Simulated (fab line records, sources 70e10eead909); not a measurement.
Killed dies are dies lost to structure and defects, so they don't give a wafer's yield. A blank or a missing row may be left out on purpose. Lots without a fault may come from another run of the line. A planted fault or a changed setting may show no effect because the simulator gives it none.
fab line records | flow nand_harc
record lots=24 wafers=72 last_day=34
route steps=1302 shown P_ZERO_WELL@16 P_STI@89 P_GATE@155 P_M0@283
lots that met no fault: from a run of the same line without faults
start_h: hours from the record's first day to the start of the lot's first wafer shown | wait_h: hours since the lot's step before | " the same as in the row above | L1.1+2: a row that stands for several wafers | - no value, or no start given | * or withheld: withheld | < > ~ a bound
route shown NAME@n: a module of which the file shows steps, and the number in the route of the first | usual: mean/standard deviation of fault-free wafers | same: alike in all rows | chamber/n: place in a boat | sites: the reading at each site | _std_site: their standard deviation | _edge_site: outer sites' mean less inner sites' | radius_mm: how far each site lies from the wafer's centre | mask NAME#n: copy n | behind: the tool/chamber that last shaped the wafer | hold: why the lot was held/for how many hours/how that ended | device: the transistor (n, p or np) that didn't switch | end of line: the same wafers' tests at the end of the route | a step without rows: its recipe alone | killed: dies lost to structure and defects at the first sort, not the wafer's yield | map: a wafer's dies, x killed, . not, _ none there
set.NAME: the setting as run; set.NAME@STEP: as run at that earlier step | model.NAME: the simulator's own value behind a step, which no gauge read
steps of the route over a sample of lots; a table a step, a row a wafer
services: from which hour (start_h, from the record's first day; less than 0 if before it) a tool's chamber was out of use, for how many hours, and why
## steps
# step NHARC_P_ZERO_WELL_DESCUM_13
# recipe time_s=3 o2_flow_sccm=200 ar_flow_sccm=0 bias_power_w=0 chemistry=O2
# usual drypump_motor_current_A=5.7/0.34 oes_product_au=1.004/0.012 rf_vpp_V=57.8/0.9 showerhead_plenum_p_Torr=1.92/0.096 throttle_valve_pct=11.311/0.0092
# columns lot.wafer tool chamber start_h wait_h drypump_motor_current_A oes_product_au rf_hours_counter_h rf_vpp_V showerhead_plenum_p_Torr throttle_valve_pct
L074.3 rie_diel-09 0 21.50 - 6.0 0.988 15 55.8 1.77 11.312
L074.1 " 3 " " 5.3 0.992 16 57.6 1.90 11.312
L074.6 " 1 " " 5.9 0.982 - 57.1 1.88 11.317
L075.2 rie_diel-13 2 32.62 - 5.2 1.003 12 58.2 2.02 11.332
L075.1 " 3 " " 5.2 0.990 14 56.5 2.07 11.303
L075.5 " 3 " " 5.2 1.001 - 59.4 2.07 11.312
L076.2 rie_diel-04 0 41.40 - 5.7 1.016 11 58.0 2.07 11.327
L076.3 " 3 " " 6.2 1.012 11 58.3 1.85 11.299
L076.5 " 0 " " 5.7 1.018 - 58.4 2.07 11.315
L077.1 rie_diel-13 0 51.43 - 5.6 1.019 21 59.0 1.94 11.320
L077.2 " 1 " " 5.8 1.011 19 57.5 1.84 11.332
L077.3 " 3 " " 5.2 0.991 18 58.7 2.07 11.316
L078.4 rie_diel-09 1 61.40 - 5.9 1.001 29 58.4 1.88 11.319
L078.2 " 0 " " 6.0 1.002 30 57.1 1.77 11.301
L078.6 " 1 " " 5.9 1.005 - 57.8 1.87 11.306
L079.3 rie_diel-04 3 71.30 - 6.2 1.006 21 57.7 1.85 11.295
L079.6 " 1 " " 5.4 0.975 - 57.6 1.92 11.329
L079.5 " 2 " " 5.6 0.997 - 57.9 1.81 11.310
L080.3 rie_diel-04 2 81.39 - 5.6 1.014 19 56.6 1.81 11.316
L080.1 " 3 " " 6.2 1.019 23 58.1 1.85 11.318
L080.6 " 3 " " 6.2 1.015 - 57.7 1.85 11.307
L081.2 rie_diel-09 0 91.40 - 6.0 0.990 35 58.1 1.77 11.308
L081.4 " 2 " " 6.2 0.991 26 59.1 2.01 11.322
L081.5 " 1 " " 5.9 0.991 - 58.5 1.87 11.309
L082.2 rie_diel-09 3 101.42 - 5.3 1.009 34 58.2 1.89 11.320
L082.4 " 2 " " 6.2 0.993 - 58.7 2.01 11.312
L082.6 " 3 " " 5.3 1.015 - 58.3 1.89 11.315
L083.4 rie_diel-04 1 111.38 - 5.4 0.996 32 57.4 1.92 11.314
L083.1 " 3 " " 6.2 1.013 31 56.7 1.85 11.308
L083.3 " 0 " " 5.7 1.016 33 58.4 2.07 11.313
L084.3 rie_diel-09 2 121.41 - 6.2 0.991 38 57.8 2.01 11.306
L084.5 " 0 " " 6.0 1.002 - 56.8 1.76 11.305
L084.6 " 1 " " 5.9 0.998 - 58.0 1.87 11.310
L085.1 rie_diel-04 0 131.29 - 5.7 1.023 41 57.8 2.06 11.313
L085.5 " 1 " " 5.4 1.002 - 56.7 1.92 11.301
L085.6 " 2 " " 5.6 1.023 - 56.9 1.81 11.310
L086.1 rie_diel-09 0 141.42 - 6.0 0.990 54 56.9 1.76 11.300
L086.5 " 2 " " 6.2 0.995 - 58.7 2.01 11.319
L086.6 " 3 " " 5.3 1.016 - 57.7 1.89 11.305
L087.3 rie_diel-04 0 151.40 - 5.7 1.004 48 58.0 2.06 11.295
L087.1 " 2 " " 5.6 1.012 41 57.6 1.80 11.314
L087.6 " 3 " " 6.2 1.015 - 57.5 1.85 11.319
L088.4 rie_diel-13 2 161.40 - 5.2 0.993 55 58.3 2.01 11.306
L088.5 " 1 " " 5.9 1.009 - 58.3 1.82 11.309
L088.6 " 2 " " 5.2 0.994 - 58.2 2.01 11.322
L089.3 rie_diel-09 3 171.88 - 5.3 1.022 7 57.9 1.89 11.333
L089.5 " 1 " " 5.9 1.001 - 57.3 1.87 11.302
L089.6 " 2 " " 6.2 1.004 - 57.8 2.01 11.294
L090.3 rie_diel-09 1 183.24 - 5.9 1.006 12 58.4 1.86 11.304
L090.2 " 2 " " 6.2 1.007 13 56.9 2.00 11.303
L090.4 " 0 " " 6.1 0.997 9 59.3 2.07 11.323
L091.3 rie_diel-04 2 191.29 - 5.6 0.982 1 58.3 1.80 11.330
L091.5 " 0 " " 5.7 1.006 - 58.1 2.05 11.308
L091.6 " 1 " " 5.5 1.000 - 58.3 1.91 11.313
L092.3 rie_diel-09 3 201.33 - 5.3 1.022 17 56.6 1.88 11.329
L092.6 " 0 " " 6.0 1.005 - 58.7 2.07 11.306
L092.5 " 1 " " 5.9 0.997 - 57.7 1.86 11.301
L093.3 rie_diel-13 3 211.43 - 5.2 1.004 11 57.6 2.05 11.320
L093.1 " 0 " " 5.6 1.014 10 57.4 1.93 11.330
L093.6 " 1 " " 5.9 1.008 - 57.1 1.82 11.312
L094.4 rie_diel-09 3 221.47 - 5.4 1.023 27 57.7 1.88 11.328
L094.2 " 2 " " 6.2 1.012 28 56.2 2.00 11.316
L094.6 " 3 " " 5.4 1.025 - 57.9 1.88 11.318
L095.2 rie_diel-04 2 231.39 - 5.6 0.984 11 56.1 1.80 11.301
L095.3 " 3 " " 6.2 0.998 13 56.8 1.84 11.324
L095.5 " 3 " " 6.2 0.991 - 57.1 1.84 11.335
L096.3 rie_diel-09 3 241.40 - 5.3 1.023 35 58.0 1.88 11.306
L096.1 " 0 " " 6.0 1.016 29 58.8 2.07 11.306
L096.2 " 2 " " 6.2 1.004 36 57.0 2.00 11.315
L097.4 rie_diel-13 0 251.43 - 5.6 1.022 22 57.3 1.93 11.304
L097.2 " 1 " " 5.8 1.006 24 57.5 1.82 11.313
L097.6 " 3 " " 5.2 1.007 - 58.9 2.05 11.300
# step NHARC_P_STI_ETCH_31
# recipe target_depth_a=1089 time_s=54.5 cf4_flow_sccm=100 chf3_flow_sccm=30 ar_flow_sccm=0 rf_w=500 bias_w=200 chemistry=CF4/CHF3
# usual cf4_flow_sccm=100.1/0.35 drypump_motor_current_A=5.6/0.47 oes_product_au=0.961/0.017 rf_vpp_V=371.1/2.1 showerhead_plenum_p_Torr=1.59/0.059 throttle_valve_pct=16.804/0.0093
# columns lot.wafer tool chamber start_h wait_h cf4_flow_sccm drypump_motor_current_A oes_product_au rf_hours_counter_h rf_vpp_V showerhead_plenum_p_Torr throttle_valve_pct
L074.3 rie_diel-06 0 - - 100.1 5.4 0.969 4 373.1 1.65 16.802
L074.1 " 2 " " 99.7 6.0 0.960 4 370.2 1.54 16.799
L074.6 " 3 " " 99.7 5.2 0.976 - 367.2 1.50 16.818
L075.2 rie_diel-06 3 - - 100.1 5.2 0.964 6 368.0 1.50 16.808
L075.1 " 0 " " 100.1 5.3 0.948 5 373.0 1.65 16.802
L075.5 " 3 " " 99.1 5.3 0.972 - 368.7 1.50 16.802
L076.2 rie_diel-11 2 - - 100.5 6.3 0.942 8 369.8 1.59 16.789
L076.3 " 0 " " 100.1 5.1 0.967 6 372.8 1.62 16.811
L076.5 " 2 " " 100.5 6.2 0.942 - 371.7 1.59 16.795
L077.3 rie_diel-06 2 - - 100.6 6.0 0.966 6 370.4 1.53 16.797
L077.1 " 3 " " 100.1 5.3 0.976 7 368.1 1.50 16.797
L077.2 " 0 " " 99.8 5.4 0.945 6 373.1 1.65 16.808
L078.4 rie_diel-11 3 - - 99.7 6.3 0.967 0 373.8 1.69 16.816
L078.2 " 1 " " 99.8 5.5 0.970 0 368.6 1.52 16.818
L078.6 " 3 " " 99.9 6.3 0.971 - 374.6 1.69 16.792
L079.3 rie_diel-06 3 - - 100.3 5.3 0.967 9 367.4 1.50 16.833
L079.6 " 0 " " 100.0 5.4 0.960 - 373.2 1.65 16.812
L079.5 " 3 " " 100.2 5.2 0.970 - 368.4 1.50 16.793
L080.1 rie_diel-11 1 - - 100.3 5.4 0.960 1 369.7 1.52 16.805
L080.3 " 0 " " 100.5 5.1 0.962 1 371.7 1.62 16.785
L080.6 " 2 " " 99.9 6.3 1.012 - 371.1 1.59 16.809
L081.2 rie_diel-11 2 - - 100.1 6.2 0.928 0 371.8 1.59 16.798
L081.4 " 3 " " 100.3 6.3 0.932 1 374.4 1.69 16.793
L081.5 " 2 " " 100.6 6.2 0.919 - 371.3 1.59 16.794
L082.4 rie_diel-11 2 - - 100.6 6.2 0.967 1 371.3 1.59 16.794
L082.2 " 0 " " 99.5 5.1 0.971 2 374.1 1.62 16.794
L082.6 " 1 " " 100.4 5.4 0.977 - 368.0 1.52 16.792
L083.3 rie_diel-11 0 - - 100.0 5.1 0.976 2 371.9 1.62 16.794
L083.4 " 1 " " 100.4 5.4 0.952 2 368.7 1.52 16.802
L083.1 " 2 " " 100.3 6.3 0.953 2 370.0 1.59 16.809
L084.3 rie_diel-10 0 - - 100.1 5.8 0.990 6 372.9 1.65 16.787
L084.6 " 2 " " 99.7 4.7 0.958 - 369.3 1.54 16.827
L084.5 " 3 " " 99.9 5.7 0.969 - 371.1 1.58 16.796
L085.1 rie_diel-11 0 - - 99.5 5.1 0.965 3 370.6 1.62 16.802
L085.6 " 2 " " 99.8 6.2 0.959 - 373.8 1.59 16.809
L085.5 " 3 " " 99.9 6.3 0.954 - 373.4 1.69 16.810
L086.1 rie_diel-06 3 - - 100.4 5.3 0.974 1 367.8 1.50 16.816
L086.6 " 0 " " 100.0 5.4 0.984 - 373.5 1.65 16.789
L086.5 " 1 " " 100.3 5.8 0.950 - 370.6 1.57 16.790
L087.1 rie_diel-06 3 - - 99.5 5.2 0.945 1 367.9 1.50 16.804
L087.3 " 0 " " 100.8 5.4 0.961 2 372.8 1.65 16.806
L087.6 " 3 " " 100.0 5.2 0.953 - 368.2 1.50 16.804
L088.4 rie_diel-11 3 - - 100.4 6.3 0.962 4 374.4 1.69 16.801
L088.5 " 3 " " 100.7 6.3 0.966 - 374.5 1.69 16.793
L088.6 " 0 " " 99.6 5.1 0.969 - 371.8 1.62 16.816
L089.3 rie_diel-11 3 - - 100.1 6.3 0.963 4 374.1 1.69 16.806
L089.6 " 2 " " 100.5 6.2 0.955 - 372.0 1.59 16.812
L089.5 " 3 " " 99.8 6.3 0.975 - 373.3 1.69 16.819
L090.3 rie_diel-10 1 - - 99.9 5.4 0.985 11 371.3 1.62 16.807
L090.2 " 2 " " 100.6 4.7 0.964 9 370.2 1.54 16.789
L090.4 " 3 " " 100.2 5.7 0.963 11 370.0 1.58 16.809
L091.3 rie_diel-10 0 - - 99.6 5.9 0.970 13 371.9 1.65 16.805
L091.5 " 3 " " 99.9 5.7 0.976 - 371.5 1.58 16.819
L091.6 " 0 " " 99.8 5.8 0.964 - 372.6 1.65 16.790
L092.3 rie_diel-10 1 - - 99.7 5.4 0.938 12 372.5 1.62 16.794
L092.6 " 2 " " 99.8 4.6 0.938 - 368.6 1.54 16.807
L092.5 " 3 " " 99.9 5.7 0.939 - 372.0 1.58 16.805
L093.1 rie_diel-10 3 - - 99.3 5.7 0.985 13 370.8 1.58 16.789
L093.3 " 0 " " 99.8 5.8 0.969 15 372.1 1.65 16.810
L093.6 " 0 " " 100.1 5.8 0.974 - 372.4 1.65 16.801
L094.2 rie_diel-06 0 - - 100.0 5.3 0.954 6 372.7 1.65 16.802
L094.4 " 3 " " 100.0 5.2 0.958 5 369.6 1.50 16.815
L094.6 " 0 " " 100.1 5.3 0.970 - 372.5 1.65 16.812
L095.2 rie_diel-10 1 - - 100.1 5.4 0.963 0 370.5 1.62 16.812
L095.3 " 3 " " 100.9 5.7 0.953 1 371.1 1.58 16.812
L095.5 " 2 " " 100.3 4.7 0.937 - 368.9 1.54 16.800
L096.3 rie_diel-11 1 - - 100.2 5.5 0.944 0 369.6 1.52 16.801
L096.2 " 2 " " 99.7 6.3 0.954 0 371.5 1.59 16.804
L096.1 " 3 " " 100.3 6.3 0.973 0 375.1 1.69 16.804
L097.4 rie_diel-11 1 - - 100.0 5.4 0.924 0 369.5 1.52 16.791
L097.2 " 3 " " 100.9 6.3 0.989 0 373.1 1.69 16.821
L097.6 " 2 " " 99.1 6.2 0.958 - 372.4 1.59 16.808
# step NHARC_P_STI_ETCH_15
# recipe target_depth_a=3000 taper_deg=4 time_s=100.1 hbr_flow_sccm=150 cl2_flow_sccm=50 rf_w=400 icp_w=400 bias_w=100 chemistry=HBr/Cl2
# usual drypump_motor_current_A=5.9/0.52 oes_product_au=1.000/0.009 throttle_valve_pct=26.407/0.0087
# columns lot.wafer tool chamber start_h wait_h drypump_motor_current_A oes_product_au rf_hours_counter_h throttle_valve_pct
L074.1 rie_si-05 2 45.94 - 6.0 0.999 0.6 26.398
L074.3 " 0 " " 5.8 0.996 0.6 26.414
L074.6 " 2 " " 6.0 0.994 - 26.392
L075.2 rie_si-03 3 56.84 - 5.2 0.981 0.1 26.416
L075.1 " 1 " " 5.8 0.997 0.0 26.396
L075.5 " 3 " " 5.2 0.995 - 26.419
L076.2 rie_si-03 1 65.66 - 5.8 0.989 0.1 26.384
L076.3 " 3 " " 5.2 0.989 0.2 26.414
L076.5 " 1 " " 5.8 0.985 - 26.410
L077.2 rie_si-05 3 73.35 - 5.8 1.003 0.9 26.415
L077.3 " 0 " " 5.7 1.003 0.8 26.412
L077.1 " 1 " " 6.2 1.007 0.7 26.412
L078.2 rie_si-04 2 88.68 - 6.7 0.993 0.5 26.397
L078.4 " 0 " " 6.2 0.999 0.6 26.402
L078.6 " 1 " " 5.4 1.010 - 26.399
L079.3 rie_si-05 2 94.23 - 6.0 1.010 1.0 26.399
L079.5 " 2 " " 6.0 1.010 - 26.413
L079.6 " 3 " " 5.8 1.010 - 26.405
L080.1 rie_si-03 0 102.97 - 6.7 1.009 0.4 26.401
L080.3 " 1 " " 5.7 0.998 0.3 26.403
L080.6 " 0 " " 6.7 1.011 - 26.402
L081.4 rie_si-03 2 114.59 - 5.3 1.013 0.4 26.410
L081.2 " 3 " " 5.2 0.988 0.3 26.404
L081.5 " 1 " " 5.8 0.999 - 26.400
L082.4 rie_si-03 0 124.03 - 6.7 1.013 0.6 26.406
L082.2 " 1 " " 5.8 0.992 0.5 26.394
L082.6 " 3 " " 5.2 0.978 - 26.400
L083.3 rie_si-03 2 134.70 - 5.3 1.002 0.6 26.402
L083.1 " 0 " " 6.7 1.009 0.6 26.416
L083.4 " 1 " " 5.8 0.995 0.6 26.412
L084.3 rie_si-04 2 142.65 - 6.7 0.997 0.8 26.412
L084.5 " 2 " " 6.7 1.000 - 26.396
L084.6 " 3 " " 6.6 1.000 - 26.426
L085.1 rie_si-04 1 152.30 - 5.4 1.010 1.0 26.391
L085.5 " 3 " " 6.6 0.996 - 26.411
L085.6 " 0 " " 6.2 1.004 - 26.408
L086.1 rie_si-04 2 162.79 - 6.7 0.991 0.9 26.419
L086.6 " 3 " " 6.6 1.005 - 26.401
L086.5 " 0 " " 6.2 1.014 - 26.416
L087.1 rie_si-04 0 174.51 - 6.2 0.999 0.0 26.408
L087.3 " 1 " " 5.4 1.014 0.0 26.402
L087.6 " 0 " " 6.2 0.994 - 26.408
L088.4 rie_si-05 1 182.83 - 6.2 0.997 0.2 26.404
L088.6 " 3 " " 5.8 0.992 - 26.385
L088.5 " 0 " " 5.8 1.019 - 26.402
L089.3 rie_si-03 2 194.62 - 5.3 1.002 1.0 26.407
L089.5 " 1 " " 5.8 0.994 - 26.410
L089.6 " 2 " " 5.3 1.008 - 26.394
L090.3 rie_si-03 1 207.88 - 5.8 0.995 1.1 26.407
L090.2 " 2 " " 5.3 1.008 1.1 26.408
L090.4 " 0 " " 6.7 1.006 1.0 26.412
L091.3 rie_si-04 3 213.13 - 6.6 1.006 0.2 26.419
L091.6 " 1 " " 5.4 0.997 - 26.409
L091.5 " 2 " " 6.7 1.009 - 26.418
L092.3 rie_si-04 3 223.03 - 6.6 1.009 0.3 26.415
L092.5 " 1 " " 5.4 1.008 - 26.411
L092.6 " 2 " " 6.7 0.996 - 26.424
L093.3 rie_si-03 1 235.56 - 5.8 0.979 0.1 26.417
L093.1 " 2 " " 5.3 1.007 0.0 26.425
L093.6 " 2 " " 5.3 1.001 - 26.411
L094.2 rie_si-03 2 243.93 - 5.3 1.011 0.1 26.407
L094.4 " 0 " " 6.7 0.994 0.1 26.413
L094.6 " 1 " " 5.8 1.003 - 26.417
L095.2 rie_si-05 2 256.96 - 6.0 1.001 0.7 26.402
L095.3 " 3 " " 5.8 1.005 0.7 26.416
L095.5 " 0 " " 5.7 0.999 - 26.410
L096.1 rie_si-05 1 265.06 - 6.2 0.994 0.7 26.419
L096.2 " 2 " " 6.0 0.998 0.7 26.396
L096.3 " 0 " " 5.7 0.985 0.7 26.420
L097.2 rie_si-04 0 277.92 - 6.2 0.986 0.6 26.399
L097.4 " 1 " " 5.4 1.002 0.7 26.431
L097.6 " 0 " " 6.2 0.984 - 26.413
# step NHARC_P_GATE_ALD_36
# recipe target_thk_a=200 pulse_time_s=60 ald_cycles=223 temp_c=400 material=SiNx
# usual heater_power_w=809/80 precursor_pulse_height_rel=0.995/0.018
# same pulse_time_s=60
# columns lot.wafer tool chamber start_h wait_h heater_power_w precursor_pulse_height_rel
L074.1 ald_sin-02 2 106.64 - 815 1.007
L074.3 " 3 107.70 - 819 0.975
L074.6 " 1 109.80 - 895 1.002
L075.1 ald_sin-04 2 108.46 - 775 0.974
L075.2 " 1 111.22 - 850 0.966
L075.5 " 2 112.60 - 752 0.975
L077.1 ald_sin-02 3 126.36 - 808 0.995
L077.3 " 1 128.46 - 920 0.989
L077.2 " 2 129.52 - 814 1.025
L076.2 ald_sin-01 0 126.90 - 759 1.007
L076.3 " 1 127.96 - 677 1.004
L076.5 " 0 131.16 - 771 0.992
L078.2 ald_sin-01 3 147.94 - 798 1.000
L078.4 " 1 150.03 - 686 1.002
L078.6 " 3 152.13 - 785 1.008
L079.3 ald_sin-04 1 150.82 - 878 0.981
L079.5 " 2 151.88 - 750 0.993
L079.6 " 3 152.94 - 906 0.978
L080.3 ald_sin-02 0 156.74 - 885 1.007
L080.1 " 3 159.54 - 784 0.989
L080.6 " 3 163.75 - 801 0.985
L081.2 ald_sin-04 0 170.95 - 856 1.022
L081.4 " 3 174.10 - 888 1.023
L081.5 " 0 175.15 - 864 1.011
L082.2 ald_sin-01 0 176.82 - 752 1.004
L082.6 " 2 179.66 - 662 0.976
L082.4 " 0 181.09 - 758 0.996
L083.4 ald_sin-02 1 187.77 - 888 0.999
L083.3 " 3 189.88 - 810 0.999
L083.1 " 0 190.93 - 884 1.013
L084.3 ald_sin-04 2 200.18 - 774 0.998
L084.6 " 1 203.36 - 862 0.972
L084.5 " 2 204.42 - 773 1.008
L085.1 ald_sin-01 3 210.09 - 782 1.011
L085.6 " 0 215.79 - 763 0.988
L085.5 " 2 217.21 - 667 0.993
L086.1 ald_sin-02 1 217.84 - 910 0.965
L086.6 " 3 219.96 - 799 0.966
L086.5 " 0 221.02 - 897 1.022
L087.1 ald_sin-04 3 226.95 - 902 0.969
L087.3 " 1 229.08 - 857 0.998
L087.6 " 0 232.27 - 878 0.981
L089.3 ald_sin-01 3 242.72 - 753 0.955
L089.5 " 3 247.02 - 783 0.993
L089.6 " 2 249.88 - 698 1.005
L088.4 ald_sin-02 1 243.56 - 904 0.981
L088.6 " 1 247.81 - 906 0.990
L088.5 " 2 248.87 - 804 1.002
L090.2 ald_sin-02 0 267.03 - 896 0.986
L090.3 " 2 269.17 - 798 1.006
L090.4 " 3 270.24 - 830 0.981
L091.3 ald_sin-01 3 269.81 - 775 1.006
L091.5 " 1 271.93 - 662 1.003
L091.6 " 2 272.98 - 690 0.998
L092.3 ald_sin-04 2 276.04 - 763 1.038
L092.5 " 1 279.18 - 885 0.980
L092.6 " 2 280.22 - 748 1.018
L093.1 ald_sin-02 1 290.86 - 895 0.977
L093.3 " 2 291.94 - 804 1.042
L093.6 " 0 294.09 - 932 1.003
L094.2 ald_sin-01 0 296.48 - 776 0.992
L094.4 " 1 297.53 - 666 0.978
L094.6 " 3 299.65 - 761 1.017
L095.3 ald_sin-04 3 318.20 - 833 1.006
L095.2 " 0 319.28 - 832 0.991
L095.5 " 0 323.58 - 836 1.016
L096.2 ald_sin-01 1 321.99 - 673 0.996
L096.3 " 2 323.02 - 685 0.961
L096.1 " 3 324.06 - 770 0.979
L097.4 ald_sin-02 0 331.66 - 928 1.012
L097.2 " 1 332.74 - 878 0.992
L097.6 " 1 337.05 - 881 0.995
# step NHARC_P_GATE_STRIP_76
# recipe power_w=1500 temp_c=250 chemistry=O2
# usual drypump_motor_current_A=5.81/0.28 heater_power_w=342/55
# columns lot.wafer tool chamber start_h wait_h drypump_motor_current_A heater_power_w rf_hours_counter_h
L074.1 plasma_asher-01 1 117.34 0.2 5.94 382 26
L074.3 " 0 " " 5.36 343 -
L074.6 " 1 " " 5.94 378 -
L075.1 plasma_asher-01 1 123.42 0.2 5.94 390 27
L075.2 " 0 " " 5.36 344 27
L075.5 " 1 " " 5.94 373 -
L076.2 plasma_asher-01 0 138.89 0.2 5.36 358 30
L076.3 " 0 " " 5.35 350 -
L076.5 " 0 " " 5.35 339 -
L077.2 plasma_asher-01 0 139.40 0.2 5.35 348 30
L077.1 " 1 " " 5.94 379 30
L077.3 " 1 " " 5.90 373 -
L079.3 plasma_asher-01 0 160.76 0.2 5.38 342 -
L079.6 " 0 " " 5.40 347 -
L079.5 " 1 " " 5.95 388 -
L078.2 plasma_asher-02 0 160.99 0.2 5.98 247 15
L078.4 " 1 " " 6.05 382 -
L078.6 " 1 " " 6.05 388 -
L080.1 plasma_asher-02 1 171.87 0.2 6.06 377 19
L080.3 " 1 " " 6.06 383 -
L080.6 " 0 " " 6.01 248 -
L081.2 plasma_asher-02 1 183.85 0.2 6.05 386 21
L081.4 " 0 " " 5.99 241 -
L081.5 " 1 " " 6.06 384 -
L082.2 plasma_asher-01 0 190.66 0.2 5.38 350 4
L082.4 " 0 " " 5.39 346 -
L082.6 " 0 " " 5.40 356 -
L083.1 plasma_asher-02 0 200.89 0.2 5.98 240 24
L083.3 " 0 " " 6.02 239 -
L083.4 " 1 " " 6.04 393 -
L084.3 plasma_asher-02 0 212.36 0.1 6.01 245 -
L084.6 " 1 " " 6.05 391 -
L084.5 " 0 " " 6.00 238 -
L085.1 plasma_asher-01 0 225.13 0.2 5.39 352 10
L085.6 " 0 " " 5.37 347 -
L085.5 " 1 " " 5.96 383 -
L086.1 plasma_asher-01 0 230.87 0.2 5.39 349 11
L086.5 " 0 " " 5.37 358 -
L086.6 " 1 " " 5.96 390 -
L087.1 plasma_asher-01 1 240.09 0.2 5.96 378 13
L087.3 " 1 " " 5.97 378 -
L087.6 " 1 " " 5.94 378 -
L088.4 plasma_asher-01 0 256.70 0.1 5.38 354 -
L088.6 " 1 " " 5.95 392 -
L088.5 " 0 " " 5.38 353 -
L089.3 plasma_asher-01 1 257.96 0.1 5.91 386 -
L089.6 " 0 " " 5.39 347 -
L089.5 " 1 " " 5.95 386 -
L090.2 plasma_asher-02 1 280.20 0.2 6.04 371 3
L090.3 " 0 " " 6.00 233 -
L090.4 " 1 " " 6.07 375 -
L091.3 plasma_asher-01 0 280.81 0.2 5.40 353 -
L091.5 " 0 " " 5.37 346 -
L091.6 " 1 " " 5.99 387 -
L092.3 plasma_asher-02 1 288.04 0.1 6.04 361 -
L092.6 " 0 " " 6.01 234 -
L092.5 " 1 " " 6.06 369 -
L093.1 plasma_asher-01 0 303.04 0.2 5.40 345 27
L093.3 " 0 " " 5.40 346 -
L093.6 " 1 " " 5.97 384 -
L094.2 plasma_asher-02 0 307.58 0.2 6.00 242 10
L094.4 " 0 " " 6.01 241 -
L094.6 " 1 " " 6.03 367 -
L095.2 plasma_asher-01 0 331.27 0.2 5.37 349 32
L095.3 " 1 " " 5.93 383 -
L095.5 " 0 " " 5.39 348 -
L096.1 plasma_asher-02 0 333.91 0.2 6.01 237 15
L096.2 " 1 " " 6.05 361 15
L096.3 " 0 " " 6.00 241 -
L097.2 plasma_asher-02 1 344.90 0.2 6.07 367 17
L097.4 " 1 " " 6.06 372 -
L097.6 " 1 " " 6.06 374 -
# step NHARC_P_M0_PRE_CLEAN_31
# recipe time_s=12 temp_c=370 rf_power_w=300 gas=NH3
# usual heater_power_w=661/82
# columns lot.wafer tool chamber start_h wait_h heater_power_w
L074.1 pecvd-02 2 129.61 0.1 573
L074.3 " 2 " " 572
L074.6 " 0 " " 674
L075.2 pecvd-02 0 136.03 0.1 666
L075.1 " 2 " " 622
L075.5 " 0 " " 666
L076.3 pecvd-01 1 151.27 0.1 753
L076.2 " 0 " " 672
L076.5 " 0 " " 624
L077.3 pecvd-04 1 152.23 0.1 571
L077.2 " 2 " " 655
L077.1 " 0 " " 590
L079.3 pecvd-01 1 173.10 0.1 846
L079.6 " 0 " " 681
L079.5 " 2 " " 652
L078.2 pecvd-02 0 173.82 0.1 648
L078.6 " 2 " " 548
L078.4 " 0 " " 649
L080.3 pecvd-02 2 184.38 0.1 668
L080.1 " 0 " " 683
L080.6 " 1 " " 563
L081.2 pecvd-02 1 196.96 0.1 521
L081.5 " 2 " " 667
L081.4 " 0 " " 702
L082.2 pecvd-02 2 203.06 0.1 605
L082.4 " 1 " " 501
L082.6 " 2 " " 618
L083.1 pecvd-02 2 213.47 0.1 641
L083.3 " 0 " " 764
L083.4 " 1 " " 597
L084.3 pecvd-01 1 224.75 0.1 834
L084.5 " 1 " " 816
L084.6 " 2 " " 759
L085.1 pecvd-04 1 238.92 0.5 574
L085.5 " 2 " " 650
L085.6 " 0 " " 644
L086.1 pecvd-01 2 243.43 0.1 716
L086.5 " 2 " " 699
L086.6 " 0 " " 697
L087.1 pecvd-02 0 252.64 0.1 724
L087.3 " 1 " " 509
L087.6 " 0 " " 725
L088.5 pecvd-02 0 269.11 0.1 697
L088.6 " 1 " " 568
L088.4 " 2 " " 618
L089.3 pecvd-01 1 270.44 0.1 804
L089.6 " 2 " " 692
L089.5 " 1 " " 822
L090.3 pecvd-02 0 292.47 0.1 764
L090.2 " 1 " " 602
L090.4 " 1 " " 599
L091.3 pecvd-04 1 293.28 0.1 602
L091.6 " 2 " " 620
L091.5 " 0 " " 629
L092.3 pecvd-01 2 300.50 0.1 680
L092.5 " 0 " " 682
L092.6 " 1 " " 759
L093.1 pecvd-02 2 315.62 0.1 623
L093.3 " 1 " " 529
L093.6 " 2 " " 631
L094.2 pecvd-02 2 320.01 0.1 637
L094.4 " 0 " " 766
L094.6 " 1 " " 495
L095.3 pecvd-04 2 343.60 0.1 680
L095.2 " 1 " " 617
L095.5 " 1 " " 620
L096.3 pecvd-02 1 346.40 0.1 601
L096.2 " 2 " " 593
L096.1 " 0 " " 779
L097.2 pecvd-01 0 357.56 0.1 682
L097.6 " 1 " " 753
L097.4 " 0 " " 705
## services
# columns tool chamber start_h hours kind
rie_diel-11 3 21.14 29.2 repair
pecvd-02 - 37.88 1.5 repair
rie_diel-09 3 44.12 10.3 repair
pecvd-02 - 46.00 13.0 pm
pecvd-02 2 60.57 17.2 repair
plasma_asher-01 - 75.56 1.8 repair
rie_diel-11 - 78.50 9.0 pm
pecvd-02 1 86.32 6.1 repair
pecvd-02 - 86.34 0.5 repair
rie_diel-11 2 93.13 9.7 repair
rie_diel-09 1 99.79 8.2 repair
pecvd-02 1 128.65 13.9 repair
rie_diel-09 - 143.10 9.0 pm
plasma_asher-01 - 165.00 9.0 pm
rie_diel-09 0 171.32 3.0 repair
rie_diel-11 0 195.91 6.3 repair
pecvd-02 - 227.00 13.0 pm
plasma_asher-01 - 233.09 1.2 repair
rie_diel-11 - 255.50 9.0 pm
rie_diel-09 2 261.33 4.3 repair
plasma_asher-01 - 274.81 1.0 repair
rie_diel-09 - 318.44 0.7 repair
rie_diel-09 - 320.14 9.0 pm
plasma_asher-01 - 342.00 9.0 pm
## key
fault none
